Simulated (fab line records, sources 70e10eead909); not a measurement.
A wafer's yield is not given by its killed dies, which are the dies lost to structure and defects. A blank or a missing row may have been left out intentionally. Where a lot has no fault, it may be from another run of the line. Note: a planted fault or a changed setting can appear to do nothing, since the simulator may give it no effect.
Matching of chambers    flow nand_harc    pecvd-03 running NHARC_A_STAIRCASE_DEP_280: 3 sister chambers
The step deposits SiON, target thk 30 nm. 3 wafers are shown with their chamber, then 7 later ones without.

EACH WAFER AND ITS CHAMBER
wafer   chamber  heater_power_w (W)
L085.5  2        817
L087.2  0        853
L087.3  1        567

WAFERS WITHOUT THEIR CHAMBER
wafer   heater_power_w (W)
L087.5  568
L090.2  673
L090.4  671
L090.5  904
L092.1  840
L092.4  852
L092.6  810

EACH ONE'S CHAMBER
wafer   from the rows above           in truth
L087.5  1                             1
L090.2  can't be placed: 1 or 2 or 0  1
L090.4  can't be placed: 1 or 2 or 0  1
L090.5  can't be placed: 0 or 2       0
L092.1  can't be placed: 0 or 2       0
L092.4  can't be placed: 0 or 2       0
L092.6  can't be placed: 2 or 0       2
Correct placement for 1 of the 7. From these rows, 6 cannot be placed; in 6 the true chamber is one of the candidates. Number placed wrongly: 0.
How it was worked out, from the rows above alone: a wafer's distance from a chamber is the root of the sum, over the readings, of the square of ((its reading less the chamber's mean) divided by the reading's scatter). The wafer belongs to the nearest chamber; if the next one is less than 2 further off, it can't be placed. Each chamber's mean is taken over the wafers shown for it. The scatter (one wafer shown for each chamber): square how far every hidden wafer sits from the nearest shown wafer, average those squares and take the square root.
